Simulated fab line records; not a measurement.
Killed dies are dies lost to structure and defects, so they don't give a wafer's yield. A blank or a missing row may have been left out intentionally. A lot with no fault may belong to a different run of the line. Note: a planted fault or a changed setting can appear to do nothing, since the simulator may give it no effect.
fab line records	flow n5Finfet
[record] lots = 5	wafers = 14	lastDay = 19
route steps=1938 shown DUMMY_GATE@256 SPACER0@258 SD_EPI_N@262 PASSIVATION@1936
lots that met no fault: from a run of the same line without faults
startH: start of the lot's first displayed wafer, in hours after the record's first day	waitH: how many hours have passed since the lot's step before this one	" repeats the value in the row above	L1.1+2: one row covering several wafers at once	- value missing, or start not given	* or withheld: withheld	< > ~ a bound
route shown NAME@n: a module of which the file shows steps, and the number in the route of the first	usual: average and standard deviation across the fault-free wafers	same: alike in all rows	chamber/n: place in a boat	sites: the reading at each site	_std_site: the values' standard deviation	_edge_site: inner sites' mean taken away from outer sites' mean	radiusMm: how far each site lies from the wafer's centre	mask NAME#n: copy n	behind: tool/chamber where the wafer was last shaped	hold: why the lot went on hold/how many hours it stayed there/how the hold came to an end	device: the n, p or np transistor that did not switch	end of line: tests run on the same wafers once the route is complete	step lacking rows: just its recipe	killed: dies that structure and defects cost at the first sort, which is not the same as the wafer's yield	map: per-die view of a wafer (x killed, . not killed, _ where there is no die)
set.NAME: the setting as run; set.NAME@STEP: as run at that earlier step	model.NAME: the simulator's own value behind a step, which no gauge read
a table for each step, a row for each wafer; lots at some steps of the route
services: from which hour (startH, from the record's first day; less than 0 if before it) a tool's chamber was out of use, for how many hours, and why
[[steps]]
[step N5_DUMMY_GATE_UV_OZONE_45]
[recipe] timeS = 120	pressureTorr = 760	tempC = 25
[step N5_DUMMY_GATE_INSPECT_27]
[recipe] inspectInstrument = brightfield	mode = aei
[usual] rawDefectCount = 288/69
lot.wafer	tool	chamber	startH	waitH	rawDefectCount
L833.1	defectInspect-02	-	73.94	0.0	281
L833.2	"	-	"	"	358
L833.5	"	-	"	"	305
L837.3	defectInspect-02	-	96.99	0.0	219
L837.5	"	-	"	"	211
L837.6	"	-	"	"	202
L844.3	defectInspect-01	-	138.18	0.0	379
L844.6	"	-	"	"	228
L848.3	defectInspect-01	-	161.51	0.0	259
L848.5	"	-	"	"	283
L848.6	"	-	"	"	376
L850.1	defectInspect-02	-	173.67	0.0	338
L850.2	"	-	"	"	287
L850.6	"	-	"	"	349
[step N5_SPACER0_ALD_07]
[recipe] material = SiNx	targetThkA = 20	tempC = 400	aldPrecursorFamily = SiH2I2	aldCoReactant = N2/H2-plasma	pressureTorr = 2
[step N5_SPACER0_ALD_00]
[recipe] material = SiOCN	targetThkA = 35	tempC = 400	aldPrecursorFamily = alkyl-aminosilane	aldCoReactant = O2/N2-plasma	pulseTimeS = 3	purgeTimeS = 2	coReactantPurgeTimeS = 2	aldCycles = 58	pressureTorr = 2
[usual] heaterPowerW = 825/52	precursorPulseHeightRel = 1.000/0.019
lot.wafer	tool	chamber	startH	waitH	heaterPowerW	precursorPulseHeightRel
L833.1	aldSin-02	3	74.13	0.1	890	1.007
L833.2	"	1	"	"	914	1.004
L833.5	"	3	"	"	913	0.979
L837.3	aldSin-02	0	99.40	0.1	809	1.014
L837.5	"	0	"	"	828	1.028
L837.6	"	3	"	"	961	0.974
L844.3	aldSin-04	1	138.49	0.1	807	0.987
L844.6	"	3	"	"	805	1.033
L848.3	aldSin-03	1	161.70	0.1	802	0.977
L848.5	"	0	"	"	788	1.003
L848.6	"	3	"	"	839	0.991
L850.1	aldSin-03	2	173.86	0.1	887	0.951
L850.2	"	3	"	"	833	1.026
L850.6	"	3	"	"	823	0.985
[step N5_SPACER0_ALD_08]
[recipe] material = SiNx	targetThkA = 20	tempC = 400	aldPrecursorFamily = SiH2I2	aldCoReactant = N2/H2-plasma	pressureTorr = 2
[step N5_SPACER0_INSPECT_04]
[recipe] inspectInstrument = darkfield	mode = postDep
[usual] rawDefectCount = 134/29
lot.wafer	tool	chamber	startH	waitH	rawDefectCount
L833.1	defectInspect-02	-	74.55	0.1	142
L833.2	"	-	"	"	149
L833.5	"	-	"	"	164
L837.3	defectInspect-02	-	99.82	0.1	119
L837.5	"	-	"	"	124
L837.6	"	-	"	"	127
L844.3	defectInspect-02	-	138.91	0.1	156
L844.6	"	-	"	"	116
L848.3	defectInspect-02	-	162.12	0.1	118
L848.5	"	-	"	"	150
L848.6	"	-	"	"	139
L850.1	defectInspect-01	-	174.27	0.1	147
L850.2	"	-	"	"	131
L850.6	"	-	"	"	169
[step N5_SD_EPI_N_COAT_32]
[recipe] resist = SOC	tempC = 250	timeS = 60	spinRpm = 1500	resistThkNm = 350
[step N5_SD_EPI_N_COAT_33]
[recipe] resist = SiARC	tempC = 220	timeS = 60	spinRpm = 1500	resistThkNm = 35
[step N5_SD_EPI_N_COAT_03]
[recipe] resist = CAR-ArF-block	spinRpm = 1500	resistThkNm = 150
[step N5_SD_EPI_N_EBR_05]
[recipe] solvent = PGMEA	ebrWidthMm = 1.5
[step N5_SD_EPI_N_SOFTBAKE_04]
[recipe] tempC = 110	timeS = 60	resist = CAR-ArF-block
[step N5_SD_EPI_N_EXPOSE_06]
[recipe] maskId = SD_N_BLK	na = 1.35	sourceShape = conventional	sigmaOuter = 0.8	polarization = unpolarized	targetCdNm = 120	doseMj = 39.75
[step N5_SD_EPI_N_PEB_07]
[recipe] pebTempC = 110	pebTimeS = 60	resist = CAR-ArF-block
[usual] exhaustPa = 44.7/0.96	heaterPowerTotalW = 175.3/1.6
lot.wafer	tool	chamber	startH	waitH	exhaustPa	heaterPowerTotalW
L833.1	lithoTrack-05	0	74.88	0.1	43.5	174.5
L833.2	"	0	"	"	45.3	174.0
L833.5	"	0	"	"	44.7	176.8
L837.3	lithoTrack-04	0	100.15	0.0	45.6	175.4
L837.5	"	0	"	"	46.6	173.6
L837.6	"	0	"	"	45.4	177.5
L844.3	lithoTrack-04	0	139.24	0.0	45.6	184.8
L844.6	"	0	"	"	43.4	175.1
L848.3	lithoTrack-01	0	162.45	0.0	43.8	177.7
L848.5	"	0	"	"	43.7	177.2
L848.6	"	0	"	"	45.0	176.1
L850.1	lithoTrack-01	0	174.48	0.1	44.9	174.2
L850.2	"	0	"	"	44.6	177.5
L850.6	"	0	"	"	44.8	173.0
[step N5_SD_EPI_N_DEVELOP_08]
[recipe] developTimeS = 30	developer = TMAH	resist = CAR-ArF-block	devTempC = 23	rinseLiquid = diw	dry = airSpin
[step N5_SD_EPI_N_CD_MEAS_09]
[recipe] targetCdNm = 120	landingEnergyEv = 500	detector = seInlens
[usual] cdNm = 120.2/0.65
lot.wafer	tool	chamber	startH	waitH	cdNm
L833.1	cdSem-01	0	74.95	-	120.8
L833.2	"	0	"	"	120.4
L833.5	"	0	"	"	120.8
L837.3	cdSem-02	0	100.22	-	120.4
L837.5	"	0	"	"	121.1
L837.6	"	0	"	"	121.2
L844.3	cdSem-01	0	139.31	-	116.9
L844.6	"	0	"	"	121.0
L848.3	cdSem-02	0	162.52	-	120.6
L848.5	"	0	"	"	120.8
L848.6	"	0	"	"	119.8
L850.1	cdSem-01	0	174.55	-	120.2
L850.2	"	0	"	"	119.5
L850.6	"	0	"	"	119.1
[step N5_SD_EPI_N_OVL_MEAS_10]
[recipe] pointsPerWafer = 44
[usual] SD_N_BLK_OVL = 0.2/0.76
lot.wafer	tool	chamber	startH	waitH	SD_N_BLK_OVL[nm]
L833.1	overlay-01	0	74.98	0.0	1.2
L833.2	"	0	"	"	1.9
L833.5	"	0	"	"	0.4
L837.3	overlay-01	0	100.25	0.0	0.6
L837.5	"	0	"	"	0.0
L837.6	"	0	"	"	-0.3
L844.3	overlay-01	0	139.34	0.0	1.3
L844.6	"	0	"	"	-0.9
L848.3	overlay-02	0	162.54	0.0	1.0
L848.5	"	0	"	"	0.5
L848.6	"	0	"	"	0.0
L850.1	overlay-02	0	174.58	0.0	0.3
L850.2	"	0	"	"	0.6
L850.6	"	0	"	"	0.8
[step N5_SD_EPI_N_INSPECT_11]
[recipe] mode = adi	inspectInstrument = macro
[usual] rawDefectCount = 2.1/1.4
lot.wafer	tool	chamber	startH	waitH	rawDefectCount
L833.1	defectInspect-02	-	75.00	0.0	2
L833.2	"	-	"	"	2
L833.5	"	-	"	"	3
L837.3	defectInspect-01	-	100.27	0.0	1
L837.5	"	-	"	"	3
L837.6	"	-	"	"	4
L844.3	defectInspect-01	-	139.36	0.0	2
L844.6	"	-	"	"	1
L848.3	defectInspect-02	-	162.57	0.0	3
L848.5	"	-	"	"	2
L848.6	"	-	"	"	4
L850.1	defectInspect-01	-	174.60	0.0	2
L850.2	"	-	"	"	1
L850.6	"	-	"	"	1
[step N5_SD_EPI_N_DESCUM_14]
[recipe] chemistry = O2	timeS = 7.9	sourcePowerW = 50	biasPowerW = 20	pressureMtorr = 20	rfFrequencyHz = 2.712e+07	tempC = 40	resist = CAR-ArF-block	o2FlowSccm = 225
[usual] drypumpMotorCurrentA = 5.54/0.28	oesProductAu = 0.77/0.1	rfVppV = 243.0/1.4	showerheadPlenumPTorr = 2.09/0.08	throttleValvePct = 20.37/0.2
lot.wafer	tool	chamber	startH	waitH	drypumpMotorCurrentA	oesProductAu	rfHoursCounterH	rfVppV	showerheadPlenumPTorr	throttleValvePct	model.SD_EPI_N.cdNm
L833.1	rieDiel-04	1	75.03	0.0	5.91	0.75	174	242.4	1.99	20.25	120.6
L833.2	"	0	"	"	5.54	0.74	182	242.7	2.09	20.33	120.4
L833.5	"	2	"	"	5.40	0.70	-	244.1	2.07	20.27	120.8
L837.3	rieDiel-01	0	100.30	0.0	5.32	0.73	176	243.1	2.16	20.32	120.4
L837.5	"	3	"	"	5.26	0.99	-	241.7	2.04	20.05	120.8
L837.6	"	0	"	"	5.33	0.72	-	243.1	2.16	20.32	121.2
L844.3	rieDiel-03	3	139.70	0.3	5.45	0.88	41	243.3	2.16	20.58	117
L844.6	"	2	"	"	4.95	0.97	-	245.5	2.24	20.47	121
L848.3	rieDiel-03	1	162.64	0.1	5.85	0.66	231	244.4	2.16	20.66	120.6
L848.5	"	0	"	"	5.83	0.97	-	243.1	2.14	19.83	120.4
L848.6	"	1	"	"	5.84	0.66	-	244.4	2.16	20.65	119.8
L850.1	rieDiel-01	1	174.64	0.0	5.65	0.69	217	241.5	1.99	20.41	120
L850.2	"	2	"	"	5.77	0.72	200	241.0	1.98	20.49	-
L850.6	"	1	"	"	5.67	0.69	-	242.5	1.99	20.41	119.4
[step N5_SD_EPI_N_ETCH_34]
[recipe] chemistry = CF4	target = SiARC	targetDepthA = 455	maskMaterial = CAR-ArF-block	timeS = 75.8	ionEnergyEv = 80	pressureMtorr = 40	sourceW = 545	biasW = 36	Ar_flow_sccm = 100	cf4FlowSccm = 100	ends = cleared
[step N5_SD_EPI_N_ETCH_35]
[recipe] chemistry = N2/H2	target = SOC	overetchA = 1080	maskMaterial = SiARC	tempC = 40	ionEnergyEv = 100	sourceW = 3000	biasW = 133	pressureMtorr = 20	timeS = 486	n2FlowSccm = 200	h2FlowSccm = 200
[usual] drypumpMotorCurrentA = 5.55/0.28	oesProductAu = 0.69/0.082	rfVppV = 240.6/1.4	showerheadPlenumPTorr = 2.54/0.093	throttleValvePct = 23.73/0.27
lot.wafer	tool	chamber	startH	waitH	drypumpMotorCurrentA	oesProductAu	rfHoursCounterH	rfVppV	showerheadPlenumPTorr	throttleValvePct
L833.1	rieDiel-04	1	75.13	0.0	5.93	0.66	174	238.6	2.43	23.51
L833.2	"	0	"	"	5.55	0.67	182	240.2	2.53	24.02
L833.5	"	2	"	"	5.39	0.63	-	241.2	2.51	23.42
L837.3	rieDiel-01	0	100.40	0.0	5.34	0.67	176	242.1	2.63	23.93
L837.5	"	3	"	"	5.24	0.87	-	241.0	2.49	23.17
L837.6	"	0	"	"	5.35	0.66	-	242.7	2.63	23.91
L844.3	rieDiel-03	3	139.79	0.0	5.43	0.78	41	242.0	2.58	23.83
L844.6	"	2	"	"	4.95	0.85	-	243.2	2.71	23.93
L848.3	rieDiel-03	1	162.73	0.0	5.85	0.61	231	242.0	2.61	24.09
L848.5	"	0	"	"	5.86	0.85	-	240.9	2.61	23.34
L848.6	"	1	"	"	5.85	0.61	-	242.0	2.61	24.10
L850.1	rieDiel-01	1	174.73	0.0	5.64	0.62	217	239.6	2.40	23.59
L850.2	"	2	"	"	5.79	0.66	200	238.1	2.41	23.73
L850.6	"	1	"	"	5.65	0.62	-	238.4	2.40	23.60
[step N5_SD_EPI_N_STRIP_36]
[recipe] chemistry = N2/H2	tempC = 40	n2FlowSccm = 200	h2FlowSccm = 200	rfFrequencyHz = 6e+07
[step N5_SD_EPI_N_ETCHBACK_44]
[recipe] chemistry = CH3F/O2	mode = anisotropicEtchback	target = SiNx	targetDepthA = 145	stopOn = SiO2	overEtchFrac = 0.3	ionEnergyEv = 120	pressureMtorr = 30	sourceW = 395	biasW = 73	Ar_flow_sccm = 150	CH3F_flow_sccm = 30	O2_flow_sccm = 20
[usual] drypumpMotorCurrentA = 5.54/0.28	oesProductAu = 0.66/0.078	rfVppV = 294/4.5	showerheadPlenumPTorr = 2.00/0.074	throttleValvePct = 16.30/0.2
lot.wafer	tool	chamber	startH	waitH	drypumpMotorCurrentA	oesProductAu	rfHoursCounterH	rfVppV	showerheadPlenumPTorr	throttleValvePct
L833.1	rieDiel-04	1	75.45	0.0	5.93	0.63	174	297	1.92	16.33
L833.2	"	0	"	"	5.53	0.64	182	292	2.00	16.29
L833.5	"	2	"	"	5.39	0.60	-	296	1.97	16.24
L837.3	rieDiel-01	0	100.72	0.0	5.32	0.63	177	298	2.07	16.32
L837.5	"	3	"	"	5.23	0.85	-	291	1.95	15.99
L837.6	"	0	"	"	5.34	0.62	-	296	2.07	16.31
L844.3	rieDiel-03	3	140.12	0.0	5.44	0.73	41	285	2.02	16.20
L844.6	"	2	"	"	4.94	0.81	-	292	2.15	16.31
L848.3	rieDiel-03	1	163.05	0.0	5.83	0.58	231	293	2.07	16.66
L848.5	"	0	"	"	5.82	0.81	-	296	2.05	15.73
L848.6	"	1	"	"	5.86	0.58	-	294	2.07	16.66
L850.1	rieDiel-01	1	175.05	0.0	5.64	0.60	217	301	1.89	16.33
L850.2	"	2	"	"	5.78	0.62	200	295	1.90	16.49
L850.6	"	1	"	"	5.64	0.59	-	300	1.89	16.34
[step N5_SD_EPI_N_ETCH_45]
[recipe] chemistry = CH3F/O2	target = SiOCN	targetDepthA = 60	maskMaterial = SOC	ionEnergyEv = 60	biasW = 29	pressureMtorr = 15	sourceW = 410	Ar_flow_sccm = 150	CH3F_flow_sccm = 30	O2_flow_sccm = 20
[usual] drypumpMotorCurrentA = 5.53/0.28	oesProductAu = 0.77/0.098	rfVppV = 127.4/1.1	showerheadPlenumPTorr = 1.99/0.074	throttleValvePct = 23.25/0.21
lot.wafer	tool	chamber	startH	waitH	drypumpMotorCurrentA	oesProductAu	rfHoursCounterH	rfVppV	showerheadPlenumPTorr	throttleValvePct
L833.1	rieDiel-04	1	75.55	0.1	5.92	0.74	174	125.1	1.91	23.24
L833.2	"	0	"	"	5.53	0.73	182	129.2	1.99	23.28
L833.5	"	2	"	"	5.38	0.71	-	127.0	1.97	23.11
L837.3	rieDiel-01	0	100.82	0.1	5.31	0.73	177	127.9	2.07	23.25
L837.5	"	3	"	"	5.26	0.98	-	128.0	1.94	22.91
L837.6	"	0	"	"	5.33	0.72	-	128.0	2.07	23.23
L844.3	rieDiel-03	3	140.22	0.1	5.45	0.87	41	127.5	2.02	23.23
L844.6	"	2	"	"	4.95	0.96	-	129.0	2.14	23.48
L848.3	rieDiel-03	1	163.15	0.1	5.84	0.68	231	126.2	2.07	23.66
L848.5	"	0	"	"	5.84	0.95	-	127.4	2.04	22.74
L848.6	"	1	"	"	5.84	0.67	-	128.3	2.07	23.63
L850.1	rieDiel-01	1	175.15	0.1	5.65	0.69	217	127.6	1.89	23.19
L850.2	"	2	"	"	5.77	0.72	200	127.0	1.90	23.37
L850.6	"	1	"	"	5.63	0.69	-	127.8	1.89	23.18
[step N5_SD_EPI_N_ETCH_16]
[recipe] chemistry = CHF3/O2	target = SiO2	targetDepthA = 50	maskMaterial = SOC	pressureMtorr = 30	sourceW = 650	biasW = 170	Ar_flow_sccm = 200	CHF3_flow_sccm = 50	O2_flow_sccm = 5	ionEnergyEv = 200
[usual] drypumpMotorCurrentA = 5.54/0.28	oesProductAu = 0.77/0.099	rfVppV = 517/8.5	showerheadPlenumPTorr = 2.41/0.085	throttleValvePct = 18.84/0.2
lot.wafer	tool	chamber	startH	waitH	drypumpMotorCurrentA	oesProductAu	rfHoursCounterH	rfVppV	showerheadPlenumPTorr	throttleValvePct
L833.1	rieDiel-04	1	75.65	0.1	5.88	0.75	174	524	2.32	18.89
L833.2	"	0	"	"	5.53	0.74	182	511	2.40	18.79
L833.5	"	2	"	"	5.39	0.71	-	520	2.37	18.71
L837.3	rieDiel-01	0	100.92	0.1	5.33	0.72	177	525	2.49	18.83
L837.5	"	3	"	"	5.26	0.97	-	509	2.35	18.55
L837.6	"	0	"	"	5.34	0.72	-	524	2.49	18.83
L844.3	rieDiel-03	3	140.32	0.1	5.44	0.87	41	500	2.43	18.75
L844.6	"	2	"	"	4.92	0.97	-	512	2.58	18.92
L848.3	rieDiel-03	1	163.25	0.1	5.84	0.67	231	516	2.49	19.21
L848.5	"	0	"	"	5.85	0.95	-	523	2.47	18.30
L848.6	"	1	"	"	5.85	0.68	-	517	2.49	19.21
L850.1	rieDiel-01	1	175.25	0.1	5.64	0.68	217	531	2.29	18.87
L850.2	"	2	"	"	5.79	0.72	200	518	2.30	19.05
L850.6	"	1	"	"	5.65	0.69	-	531	2.29	18.88
[step N5_SD_EPI_N_STRIP_47]
[recipe] chemistry = CHF3/O2	resist = SiARC	rfFrequencyHz = 6e+07
[step N5_SD_EPI_N_SD_RECESS_17]
[recipe] chemistry = HBr/Cl2/O2	targetDepthA = 410	maskMaterial = SOC	timeS = 23.7	btTimeS = 3	pressureMtorr = 10	icpW = 800	biasW = 112	HBr_flow_sccm = 150	Cl2_flow_sccm = 80	O2_flow_sccm = 12
[usual] drypumpMotorCurrentA = 5.8/0.57	heBacksideLeakSccm = 2.7/0.36	mfcCl2Sccm = 80.01/0.21	oesProductAu = 1.005/0.01	throttleValvePct = 37.0/0.33
lot.wafer	tool	chamber	startH	waitH	drypumpMotorCurrentA	heBacksideLeakSccm	mfcCl2Sccm	oesProductAu	rfHoursCounterH	throttleValvePct	model.SD_EPI_N.cdNm
L833.1	rieSi-06	3	75.72	0.0	5.3	2.6	80.13	0.999	104	37.6	120.2
L833.2	"	0	"	"	5.4	2.6	80.03	1.003	169	37.3	121
L833.5	"	0	"	"	5.4	2.6	79.87	1.002	-	37.3	120.8
L837.3	rieSi-06	2	100.99	0.0	5.1	2.4	79.73	1.002	12	36.6	119
L837.5	"	1	"	"	5.3	2.7	79.56	1.004	-	37.6	120.2
L837.6	"	2	"	"	5.0	2.4	80.01	1.005	-	36.6	119.4
L844.3	rieSi-05	1	140.39	0.0	5.9	2.6	79.63	0.992	10	37.0	117.8
L844.6	"	2	"	"	6.2	2.6	80.65	1.000	-	37.1	120.6
L848.3	rieSi-06	1	163.32	0.0	5.3	2.5	79.83	0.999	133	37.6	121.4
L848.5	"	2	"	"	5.0	2.4	79.81	1.004	-	36.6	119.2
L848.6	"	3	"	"	5.3	2.5	79.87	1.005	-	37.6	120.6
L850.1	rieSi-05	3	175.32	0.0	6.8	2.4	79.87	1.021	126	36.8	120.4
L850.2	"	1	"	"	5.9	2.5	80.14	0.992	10	37.0	120.2
L850.6	"	2	"	"	6.2	2.7	80.14	0.993	-	37.1	119.8
[step N5_SD_EPI_N_STRIP_38]
[recipe] chemistry = N2/H2	powerW = 1000	tempC = 250	h2Frac = 0.65	overashFraction = 0.3	pressureMtorr = withheld	n2FlowSccm = 1750	h2FlowSccm = 3250
[step N5_PASSIVATION_PROBE_49]
[usual] killed_at_M0_to_M3 = 33/11	killed_at_M4_up = 15/6.2	killedAtContacts = 13/6.5	killedAtFrontEnd = 38/11	killedAtOther = 3.4/2.6	killedDies = 102/17	killedOpen = 67/12	killedShort = 34/7.9
[same] grossDies = 1180	killedAtBackSide = 0
lot.wafer	tool	chamber	startH	waitH	killed_at_M0_to_M3	killed_at_M4_up	killedAtContacts	killedAtFrontEnd	killedAtOther	killedDies	killedOpen	killedShort
L848.5	prober-02	-	436.04	0.2	63	11	21	51	2	148	107	36
// killed by level:class
L848.5 MOL_CONTACT_COAG:geometricParticle:open=17 BEOL_M2:geometricParticle:open=16 FIN_SAQP:geometricParticle:open=15 BEOL_M1:geometricParticle:open=10 BEOL_M0_SAQP:geometricParticle:open=10 BEOL_M0_SAQP:geometricParticle:short=9 BEOL_M3:geometricParticle:open=9 FIN_SAQP:geometricParticle:short=5
[[services]]
tool	chamber	startH	hours	kind
rieSi-05	2	52.13	2.3	repair
rieDiel-04	0	55.90	3.5	repair
rieDiel-01	-	59.04	2.4	repair
rieSi-05	-	59.63	0.4	repair
aldSin-04	3	64.33	5.4	repair
rieSi-05	0	69.78	14.4	repair
rieDiel-01	3	71.90	8.0	repair
rieSi-06	0	82.82	81.4	repair
rieDiel-01	3	84.55	-	clean
rieDiel-01	3	84.55	-	consumableReplace:focusRing
rieDiel-01	3	84.55	14.8	scheduledDown
rieDiel-01	3	84.55	14.8	ventCycle
aldSin-02	-	85.25	14.0	pm
aldSin-03	-	96.05	0.8	pm
rieDiel-01	1	97.91	3.7	repair
rieDiel-03	2	100.81	-	clean
rieDiel-03	2	100.81	-	consumableReplace:focusRing
rieSi-05	2	111.77	4.0	repair
rieDiel-01	0	130.07	9.3	repair
rieDiel-01	-	130.59	0.9	repair
rieSi-05	-	135.20	2.8	pm
rieDiel-03	-	149.57	2.8	pm
aldSin-02	3	159.26	1.7	repair
rieDiel-04	0	165.31	3.0	repair
[[key]]
[firstSign] step = N5_SD_EPI_N_PEB_07	reading = heaterPowerTotalW	direction = up	sigmas = 6	usual = *	struck = *
[effect] step = N5_SD_EPI_N_CD_MEAS_09	reading = cdNm	direction = down	sigmas = 5.1	usual = 120.2	struck = 116.9
[modelEffect] step = N5_SD_EPI_N_DESCUM_14	value = SD_EPI_N.cdNm	without = 120.6	struck = 117
[modelEffect] step = N5_SD_EPI_N_SD_RECESS_17	value = SD_EPI_N.cdNm	without = 121.4	struck = 117.8
metAt N5_SD_EPI_N_PEB_07
struckWafers L844.3
testerLeftOut L844
onsetBetween 100.15 139.24
[fault] kind = processParameterDrift	tool = lithoTrack-04	chamber = -	onsetH = 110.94	steps = N5_SD_EPI_N_PEB_07	channel = pebTimeS	offset = *	shape = step	endH = 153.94	scope = struckWafersOnly	actsIn = *	stated = *
// testerLeftOut: of these lots the tester's yield and bins aren't shown, on N5 and GAA mostly nor the transistor test; their killed dies are dies lost to structure and defects alone, not to doping, threshold or leakage, so they don't give the yield
